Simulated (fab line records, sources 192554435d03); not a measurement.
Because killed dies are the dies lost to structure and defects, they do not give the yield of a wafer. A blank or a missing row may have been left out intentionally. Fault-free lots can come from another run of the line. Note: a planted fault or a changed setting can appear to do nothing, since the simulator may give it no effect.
Chamber matching :: flow n5_finfet :: N5_BEOL_M0_SAQP_ALD_48 on ald_sin-03: 4 sister chambers
The step deposits SiO2, target thk 20 nm, pulse time 1 s, co reactant pulse time 1 s. 8 wafers are shown with their chamber, then 11 later ones without.

WAFERS WITH THEIR CHAMBER
wafer: L082.3
chamber: 0
heater_power_w (W): 87
chamber_pressure_Torr (Torr): 1.998

wafer: L085.1
chamber: 1
heater_power_w (W): 68
chamber_pressure_Torr (Torr): 1.995

wafer: L085.5
chamber: 2
heater_power_w (W): 93
chamber_pressure_Torr (Torr): 2.002

wafer: L086.3
chamber: 1
heater_power_w (W): 69
chamber_pressure_Torr (Torr): 1.998

wafer: L086.5
chamber: 2
heater_power_w (W): 95
chamber_pressure_Torr (Torr): 2.001

wafer: L087.4
chamber: 0
heater_power_w (W): 86
chamber_pressure_Torr (Torr): 1.993

wafer: L087.5
chamber: 3
heater_power_w (W): 65
chamber_pressure_Torr (Torr): 2.005

wafer: L089.1
chamber: 3
heater_power_w (W): 66
chamber_pressure_Torr (Torr): 2.007

WAFERS WITHOUT THEIR CHAMBER
wafer: L089.5
heater_power_w (W): 89
chamber_pressure_Torr (Torr): 2.002

wafer: L089.6
heater_power_w (W): 69
chamber_pressure_Torr (Torr): 2.009

wafer: L092.1
heater_power_w (W): 87
chamber_pressure_Torr (Torr): 1.993

wafer: L092.3
heater_power_w (W): 62
chamber_pressure_Torr (Torr): 2.007

wafer: L092.4
heater_power_w (W): 68
chamber_pressure_Torr (Torr): 2.009

wafer: L093.1
heater_power_w (W): 93
chamber_pressure_Torr (Torr): 2.003

wafer: L093.4
heater_power_w (W): 63
chamber_pressure_Torr (Torr): 2.002

wafer: L093.6
heater_power_w (W): 68
chamber_pressure_Torr (Torr): 2.003

wafer: L096.1
heater_power_w (W): 67
chamber_pressure_Torr (Torr): 1.999

wafer: L096.4
heater_power_w (W): 95
chamber_pressure_Torr (Torr): 1.997

wafer: L096.5
heater_power_w (W): 89
chamber_pressure_Torr (Torr): 2.002

THE CHAMBER EACH PASSED THROUGH
wafer: L089.5
from the rows above: can't be placed: 0 or 2
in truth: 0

wafer: L089.6
from the rows above: can't be placed: 3 or 1
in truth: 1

wafer: L092.1
from the rows above: 0
in truth: 0

wafer: L092.3
from the rows above: 3
in truth: 3

wafer: L092.4
from the rows above: 3
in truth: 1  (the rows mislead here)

wafer: L093.1
from the rows above: 2
in truth: 2

wafer: L093.4
from the rows above: 3
in truth: 3

wafer: L093.6
from the rows above: can't be placed: 1 or 3
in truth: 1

wafer: L096.1
from the rows above: can't be placed: 1 or 3
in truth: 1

wafer: L096.4
from the rows above: 2
in truth: 2

wafer: L096.5
from the rows above: can't be placed: 0 or 2
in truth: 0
Correctly placed: 5 of 11. Not placeable from these rows: 5 (in 5, the candidates include the true chamber). Wrongly placed: 1.
How it was worked out, from the rows above alone: a wafer's distance from a chamber is the root of the sum, over the readings, of the square of ((its reading less the chamber's mean) divided by the reading's scatter). If the next closest chamber is less than 2 further off than the closest, the wafer can't be placed; otherwise it belongs to the closest. A chamber's mean is the mean of its shown wafers. The scatter: take each reading less its chamber's mean, square it, sum over the shown wafers, divide by the number of wafers less the number of chambers, and take the root.
